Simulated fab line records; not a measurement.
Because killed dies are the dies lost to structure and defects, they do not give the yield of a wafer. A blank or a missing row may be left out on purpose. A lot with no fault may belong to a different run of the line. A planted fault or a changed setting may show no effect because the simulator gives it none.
fab line records	flow nand-harc
record: lots: 6	wafers: 18	last-day: 24
route steps=1159 shown P_M1@297
lots that met no fault: from a run of the same line without faults
start-h: the number of hours between the record's first day and the start of the first shown wafer of the lot	wait-h: hours from the lot's prior step to this one	" repeats the value in the row above	L1.1+2: one row covering several wafers at once	- value missing, or start not given	* or withheld: withheld	< > ~ a bound
route shown NAME@n: names a module that has steps shown in the file, with the first one's number in the route	usual: mean and standard deviation over wafers with no fault	same: alike in all rows	chamber/n: place in a boat	sites: each site's reading	_std_site: the values' standard deviation	_edge_site: mean of outer sites minus mean of inner sites	radius-mm: for every site, how far away it sits from the centre of the wafer	mask NAME#n: copy n	behind: tool/chamber where the wafer was last shaped	hold: the reason the lot was held/the length of the hold in hours/how it ended	device: the n, p or np transistor that did not switch	end of line: the same wafers' tests at the end of the route	a step without rows: its recipe alone	killed: not the wafer's yield, but the dies lost to structure and defects at the first sort	map: per-die view of a wafer (x killed, . not killed, _ where there is no die)
set.NAME: the setting that was run; set.NAME@STEP: the one run at that earlier step	model.NAME: the simulator's own value behind a step, which no gauge read
lots seen at some steps along the route; tables by step, rows by wafer
services: when a tool's chamber went out of use (start-h, in hours from the record's first day, below 0 if earlier), for how many hours, and the reason
== steps ==
step: NHARC_P_M1_INSPECT_11
usual: raw-defect-count: 4.4/2.5
lot.wafer	tool	chamber	start-h	wait-h	raw-defect-count
L204.1	defect-inspect-02	-	148.13	0.0	5
L204.2	"	-	"	"	5
L204.3	"	-	"	"	3
L205.4	defect-inspect-02	-	148.71	0.0	8
L205.5	"	-	"	"	4
L205.6	"	-	"	"	3
L206.2	defect-inspect-02	-	162.52	0.0	3
L206.3	"	-	"	"	3
L206.6	"	-	"	"	2
L207.2	defect-inspect-01	-	163.49	0.0	4
L207.5	"	-	"	"	4
L207.6	"	-	"	"	4
L218.1	defect-inspect-01	-	225.52	0.0	5
L218.5	"	-	"	"	0
L218.6	"	-	"	"	4
L220.3	defect-inspect-01	-	242.39	0.0	3
L220.4	"	-	"	"	4
L220.5	"	-	"	"	2
step: NHARC_P_M1_DESCUM_14
recipe: time-s: 3	o2-flow-sccm: 200	ar-flow-sccm: 0	bias-power-w: 0	chemistry: O2
usual: drypump-motor-current-A: 5.49/0.22	oes-product-au: 1.002/0.0074	rf-vpp-V: 57.9/0.87	showerhead-plenum-p-Torr: 1.94/0.078	throttle-valve-pct: 11.310/0.0086
lot.wafer	tool	chamber	start-h	wait-h	drypump-motor-current-A	oes-product-au	rf-hours-counter-h	rf-vpp-V	showerhead-plenum-p-Torr	throttle-valve-pct
L204.3	rie-diel-12	2	148.20	0.1	5.79	1.022	8	58.5	2.02	11.314
L204.2	"	0	"	"	5.68	1.013	9	58.3	2.06	11.311
L204.1	"	1	"	"	5.39	1.027	7	58.3	1.97	11.314
L205.4	rie-diel-10	1	148.81	0.1	5.56	1.009	-	57.9	2.00	11.307
L205.5	"	2	"	"	5.59	1.005	-	58.5	1.88	11.325
L205.6	"	3	"	"	5.33	0.997	-	56.3	1.83	11.330
L206.3	rie-diel-10	0	162.59	0.1	5.74	0.998	4	56.6	1.86	11.313
L206.2	"	1	"	"	5.52	1.003	4	57.5	2.00	11.312
L206.6	"	2	"	"	5.57	0.994	-	59.0	1.88	11.311
L207.2	rie-diel-03	0	163.57	0.1	5.31	1.007	9	57.5	1.87	11.301
L207.6	"	1	"	"	5.56	1.003	-	58.1	1.97	11.317
L207.5	"	0	"	"	5.28	0.995	-	57.0	1.87	11.302
L218.1	rie-diel-03	3	225.59	0.1	4.95	0.989	0	58.7	2.02	11.329
L218.6	"	2	"	"	5.44	0.990	-	58.0	2.00	11.309
L218.5	"	3	"	"	4.97	1.005	-	56.9	2.02	11.312
L220.3	rie-diel-10	1	242.47	0.1	5.55	1.012	2	57.6	2.00	11.307
L220.4	"	3	"	"	5.35	1.001	1	57.9	1.83	11.303
L220.5	"	1	"	"	5.56	1.010	-	59.1	2.00	11.308
step: NHARC_P_M1_ETCH_35
recipe: target-depth-a: 400	overetch-a: 120	time-s: 43.94	ion-energy-ev: 200	n2-flow-sccm: 150	h2-flow-sccm: 150	ar-flow-sccm: 0	rf-w: 400	bias-w: 150	chemistry: N2/H2
step: NHARC_P_M1_ETCH_15
recipe: target-depth-a: 1825	time-s: 91.2	c4f8-flow-sccm: withheld	ar-flow-sccm: 400	rf-w: 600	bias-w: 300	chemistry: C4F8/Ar
step: NHARC_P_M1_CD_MEAS_16
usual: cd-nm: 130.2/0.56
lot.wafer	tool	chamber	start-h	wait-h	cd-nm
L204.1	cd-sem-02	-	148.54	-	130.2
L204.2	"	-	"	"	128.8
L204.3	"	-	"	"	129.9
L205.4	cd-sem-02	-	149.13	-	130.2
L205.5	"	-	"	"	130.5
L205.6	"	-	"	"	129.4
L206.2	cd-sem-02	-	162.88	-	129.9
L206.3	"	-	"	"	130.1
L206.6	"	-	"	"	130.5
L207.2	cd-sem-01	-	163.99	0.2	131.4
L207.5	"	-	"	"	130.7
L207.6	"	-	"	"	130.5
L218.1	cd-sem-01	-	225.89	-	130.3
L218.5	"	-	"	"	130.0
L218.6	"	-	"	"	129.7
L220.3	cd-sem-03	-	242.78	-	129.9
L220.4	"	-	"	"	129.9
L220.5	"	-	"	"	129.7
step: NHARC_P_M1_STRIP_18
recipe: power-w: 1000	n2-flow-sccm: 150	h2-flow-sccm: 150	ar-flow-sccm: 0	bias-w: 0	chemistry: N2/H2
usual: drypump-motor-current-A: 5.45/0.27	oes-product-au: 1.002/0.0086	rf-vpp-V: 91.1/0.95	showerhead-plenum-p-Torr: 2.10/0.078	throttle-valve-pct: 14.172/0.0096
lot.wafer	tool	chamber	start-h	wait-h	drypump-motor-current-A	oes-product-au	rf-hours-counter-h	rf-vpp-V	showerhead-plenum-p-Torr	throttle-valve-pct
L204.2	rie-diel-03	0	148.62	0.1	5.31	0.996	8	90.0	1.99	14.179
L204.1	"	1	"	"	5.55	1.001	8	91.8	2.10	14.154
L204.3	"	1	"	"	5.55	1.005	-	90.7	2.10	14.166
L205.6	rie-diel-12	1	149.30	0.2	5.40	1.015	-	89.6	2.10	14.180
L205.5	"	2	"	"	5.70	1.008	-	91.9	2.16	14.167
L205.4	"	0	"	"	5.63	0.997	-	92.5	2.20	14.164
L206.3	rie-diel-10	2	163.01	0.1	5.55	0.987	4	91.1	2.00	14.185
L206.2	"	3	"	"	5.35	1.006	3	89.9	1.95	14.181
L206.6	"	1	"	"	5.55	1.003	-	91.0	2.13	14.184
L207.2	rie-diel-12	3	164.06	0.1	4.87	1.010	8	91.0	2.11	14.160
L207.5	"	3	"	"	4.86	1.023	-	91.4	2.11	14.159
L207.6	"	0	"	"	5.65	1.003	-	91.0	2.20	14.172
L218.1	rie-diel-10	2	226.04	0.1	5.59	1.009	1	90.2	2.00	14.171
L218.6	"	3	"	"	5.33	0.996	-	90.0	1.95	14.169
L218.5	"	0	"	"	5.75	0.994	-	89.5	1.98	14.163
L220.3	rie-diel-03	3	242.85	0.1	4.96	0.986	1	91.2	2.15	14.158
L220.4	"	0	"	"	5.31	0.994	1	91.0	1.99	14.169
L220.5	"	3	"	"	4.94	0.992	-	91.3	2.15	14.176
step: NHARC_P_M1_ETCH_28
recipe: target-depth-a: 300	over-etch-frac: 0.3	time-s: 72.99	ion-energy-ev: 150	cf4-flow-sccm: 50	n2-flow-sccm: 100	ar-flow-sccm: 150	rf-w: 300	bias-w: 100	chemistry: CF4/N2
usual: drypump-motor-current-A: 5.46/0.27	oes-product-au: 1.001/0.008	rf-vpp-V: 315.4/1.9	showerhead-plenum-p-Torr: 2.69/0.093	throttle-valve-pct: 19.792/0.0082
same: over-etch-frac: 0.3
lot.wafer	tool	chamber	start-h	wait-h	drypump-motor-current-A	oes-product-au	rf-hours-counter-h	rf-vpp-V	showerhead-plenum-p-Torr	throttle-valve-pct
L204.1	rie-diel-03	0	149.01	0.3	5.29	0.991	8	312.5	2.57	19.802
L204.2	"	1	"	"	5.55	1.010	8	315.4	2.70	19.772
L204.3	"	1	"	"	5.55	1.002	-	315.9	2.70	19.807
L205.4	rie-diel-12	1	-	-	5.40	1.011	-	314.6	2.70	19.790
L205.6	"	2	"	"	5.74	1.004	-	317.4	2.77	19.792
L205.5	"	0	"	"	5.67	1.004	-	316.7	2.82	19.795
L206.2	rie-diel-10	1	-	-	5.54	1.008	4	316.4	2.74	19.798
L206.3	"	3	"	"	5.36	0.999	3	311.8	2.52	19.802
L206.6	"	0	"	"	5.75	1.013	-	314.0	2.55	19.790
L207.2	rie-diel-12	1	-	-	5.42	1.018	8	313.9	2.70	19.792
L207.6	"	2	"	"	5.83	1.007	-	315.5	2.76	19.792
L207.5	"	3	"	"	4.88	1.013	-	314.8	2.71	19.794
L218.1	rie-diel-10	3	-	-	5.34	1.007	1	313.1	2.51	19.789
L218.6	"	0	"	"	5.73	1.003	-	314.5	2.55	19.798
L218.5	"	1	"	"	5.57	1.000	-	316.6	2.74	19.786
L220.4	rie-diel-03	2	-	-	5.47	0.993	1	316.6	2.74	19.798
L220.3	"	3	"	"	4.95	0.998	1	314.1	2.76	19.795
L220.5	"	2	"	"	5.43	0.994	-	315.9	2.74	19.808
step: NHARC_P_M1_STRIP_19
recipe: time-s: 600	temp-c: 30	chemistry: post-etch-residue-remover
step: NHARC_P_M1_DEGAS_29
recipe: temp-c: 250	time-s: 60
step: NHARC_P_M1_PRE_CLEAN_30
recipe: time-s: 30	temp-c: 280	gas: H2/He
step: NHARC_P_M1_PVD_20
recipe: target-thk-a: 50	bias-v: 168.6	power-w: 15000	chamber-pressure-pa: 0.12	time-s: 8.06	substrate-temp-c: 50	material: TaN
usual: bias-v: 168.6/1.7	throttle-valve-pct: 30.2/0.72
lot.wafer	tool	chamber	start-h	wait-h	bias-v	throttle-valve-pct
L204.3	pvd-sputter-02	-	-	-	168.4	29.2
L204.2	"	-	"	"	167.4	30.0
L204.1	"	-	"	"	168.4	30.9
L205.4	pvd-sputter-01	-	-	-	168.3	31.7
L205.5	"	-	"	"	166.9	31.5
L205.6	"	-	"	"	165.1	30.6
L206.3	pvd-sputter-02	-	-	-	168.9	30.1
L206.2	"	-	"	"	168.3	30.1
L206.6	"	-	"	"	167.6	30.2
L207.2	pvd-sputter-02	-	-	-	165.3	30.4
L207.6	"	-	"	"	168.3	29.8
L207.5	"	-	"	"	168.5	30.2
L218.1	pvd-sputter-02	-	-	-	170.6	30.3
L218.5	"	-	"	"	169.0	30.2
L218.6	"	-	"	"	169.1	30.2
L220.4	pvd-sputter-01	-	-	-	167.5	30.6
L220.3	"	-	"	"	168.8	30.1
L220.5	"	-	"	"	169.3	30.5
step: NHARC_P_M1_PVD_21
recipe: target-thk-a: 300	chamber-pressure-pa: 5	power-w: 5000	substrate-temp-c: 30	time-s: 20.49	material: Cu
usual: throttle-valve-pct: 30.1/0.74
lot.wafer	tool	chamber	start-h	wait-h	throttle-valve-pct
L204.2	pvd-sputter-02	-	-	-	31.1
L204.1	"	-	"	"	30.0
L204.3	"	-	"	"	30.1
L205.4	pvd-sputter-01	-	-	-	31.6
L205.5	"	-	"	"	31.4
L205.6	"	-	"	"	30.3
L206.3	pvd-sputter-02	-	-	-	30.1
L206.2	"	-	"	"	29.7
L206.6	"	-	"	"	29.9
L207.2	pvd-sputter-02	-	-	-	30.0
L207.6	"	-	"	"	28.9
L207.5	"	-	"	"	29.8
L218.1	pvd-sputter-02	-	-	-	32.1
L218.6	"	-	"	"	30.2
L218.5	"	-	"	"	31.9
L220.3	pvd-sputter-01	-	-	-	29.8
L220.4	"	-	"	"	30.6
L220.5	"	-	"	"	29.9
step: NHARC_P_M1_ECD_22
recipe: target-thk-a: 4000	bath-temp-c: 25	material: Cu
usual: bath-heat-duty-pct: 6.6/0.85	bath-temp-c: 25.00/0.13
lot.wafer	tool	chamber	start-h	wait-h	bath-heat-duty-pct	bath-temp-c
L204.2	ecd-cu-02	0	149.81	-	4.9	25.00
L204.1	"	1	"	"	7.2	25.04
L204.3	"	1	"	"	5.7	25.12
L205.4	ecd-cu-02	1	150.36	-	6.0	25.16
L205.6	"	1	"	"	6.0	24.98
L205.5	"	0	"	"	5.3	25.10
L206.2	ecd-cu-02	1	164.02	-	-	-
L206.3	"	0	"	"	-	-
L206.6	"	0	"	"	-	-
L207.2	ecd-cu-02	0	165.08	-	-	-
L207.6	"	0	"	"	-	-
L207.5	"	1	"	"	-	-
L218.1	ecd-cu-02	0	227.01	-	4.8	25.15
L218.5	"	0	"	"	5.7	25.04
L218.6	"	1	"	"	7.0	25.04
L220.4	ecd-cu-01	0	243.97	-	7.3	24.99
L220.3	"	1	"	"	7.5	25.00
L220.5	"	0	"	"	7.9	25.20
step: NHARC_P_M1_ANNEAL_31
recipe: temp-c: 225	time-s: 90
step: NHARC_P_M1_CMP_23
recipe: t-overpolish-s: 20	target-thk-nm: 157.82
usual: motor-current-A: 12.5/1	retaining-ring-pressure-frac: 1.000/0.0048	slurry-filter-dp-kPa: 13.49/0.15	slurry-flow-ml-min: 150.1/0.47	time-to-endpoint-s: 28.3/1.8
lot.wafer	tool	chamber	start-h	wait-h	motor-current-A	retaining-ring-pressure-frac	slurry-filter-dp-kPa	slurry-flow-ml-min	time-to-endpoint-s
L204.1	cmp-03	1	150.54	-	12.6	1.001	13.52	150.2	30.9
L204.2	"	2	"	"	12.4	1.008	13.46	149.7	31.9
L204.3	"	0	"	"	13.7	0.992	13.36	150.6	30.5
L205.4	cmp-04	1	151.04	-	12.1	1.005	13.56	150.7	27.5
L205.5	"	3	"	"	12.5	0.999	13.73	149.7	29.0
L205.6	"	0	"	"	11.1	0.994	13.32	150.1	27.7
L206.2	cmp-04	0	164.69	-	10.6	0.998	13.63	149.5	1.0
L206.3	"	2	"	"	11.3	0.998	13.46	150.6	1.3
L206.6	"	1	"	"	12.2	1.008	13.46	149.5	2.6
L207.2	cmp-01	0	165.89	-	11.5	1.008	13.43	150.6	5.1
L207.5	"	1	"	"	13.4	0.998	13.39	150.0	2.7
L207.6	"	2	"	"	14.5	1.003	13.49	149.9	2.1
L218.1	cmp-01	0	227.82	-	11.8	0.996	13.30	150.0	25.9
L218.6	"	1	"	"	13.2	0.993	13.62	150.6	27.6
L218.5	"	2	"	"	14.6	0.996	13.56	151.7	24.6
L220.4	cmp-01	2	244.60	-	14.1	0.989	13.21	150.5	25.8
L220.3	"	1	"	"	13.7	1.000	13.25	149.4	26.5
L220.5	"	3	"	"	11.6	1.003	13.51	149.9	26.2
step: NHARC_P_M1_THK_MEAS_24
recipe: thk-meas-gauge: xrf
usual: thk-nm: 157.8/1.2
lot.wafer	tool	chamber	start-h	wait-h	thk-nm
L204.1	film-metro-02	-	150.86	-	160.0
L204.2	"	-	"	"	157.1
L204.3	"	-	"	"	157.2
L205.4	film-metro-02	-	151.31	-	156.9
L205.5	"	-	"	"	157.5
L205.6	"	-	"	"	158.3
L206.2	film-metro-02	-	165.01	-	29.3
L206.3	"	-	"	"	29.7
L206.6	"	-	"	"	28.3
L207.2	film-metro-01	-	166.12	-	28.5
L207.5	"	-	"	"	30.9
L207.6	"	-	"	"	30.5
L218.1	film-metro-01	-	228.06	-	158.0
L218.5	"	-	"	"	158.4
L218.6	"	-	"	"	158.2
L220.3	film-metro-01	-	244.91	-	158.1
L220.4	"	-	"	"	158.1
L220.5	"	-	"	"	155.4
step: NHARC_P_M1_SRD_25
== services ==
tool	chamber	start-h	hours	kind
rie-diel-12	3	124.57	32.5	repair
pvd-sputter-02	-	125.19	1.9	repair
rie-diel-12	-	132.07	0.2	repair
rie-diel-03	2	146.31	4.8	repair
rie-diel-10	0	146.69	5.3	repair
pvd-sputter-01	-	158.04	10.0	pm
rie-diel-03	2	158.31	7.9	repair
cmp-01	-	162.87	1.7	repair
cmp-01	-	166.60	0.9	repair
pvd-sputter-01	-	175.48	5.0	repair
rie-diel-10	-	176.50	9.0	pm
ecd-cu-02	-	180.21	8.0	pm
cmp-01	-	183.12	4.0	pm
rie-diel-12	1	185.21	3.9	repair
rie-diel-10	3	188.85	3.9	repair
pvd-sputter-02	-	199.40	1.1	repair
ecd-cu-02	-	201.23	0.3	repair
rie-diel-10	2	201.52	5.2	repair
rie-diel-12	-	202.41	9.0	pm
cmp-01	-	212.17	0.9	repair
pvd-sputter-02	-	214.00	10.0	pm
rie-diel-03	-	215.30	9.0	pm
pvd-sputter-02	-	232.15	3.7	repair
rie-diel-12	2	236.60	9.6	repair
== key ==
first-sign: step: NHARC_P_M1_ECD_22	reading: tool-record	direction: missing
effect: step: NHARC_P_M1_CMP_23	reading: time-to-endpoint-s	direction: down	sigmas: 14	usual: *	struck: *
effect: step: NHARC_P_M1_THK_MEAS_24	reading: thk-nm	direction: down	sigmas: 99+	usual: 157.8	struck: 29.5
met-at NHARC_P_M1_ECD_22
struck-wafers L206.2,L206.3,L206.6,L207.2,L207.5,L207.6
later-rows-left-out L206.2,L206.3,L206.6,L207.2,L207.5,L207.6
sort-left-out L206.2,L206.3,L206.6,L207.2,L207.5,L207.6
onset-between 150.36 164.02
fault: kind: skipped-step-whole	tool: ecd-cu-02	chamber: -	onset-h: 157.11	steps: NHARC_P_M1_ECD_22	scope: struck-lots-only
sort-left-out: the simulated sort isn't trusted on such a fault, so these wafers' sort isn't shown, and their yield isn't known
later-rows-left-out: the simulator's readings of these wafers behind a module that went badly wrong aren't trusted and aren't shown, but for the sort
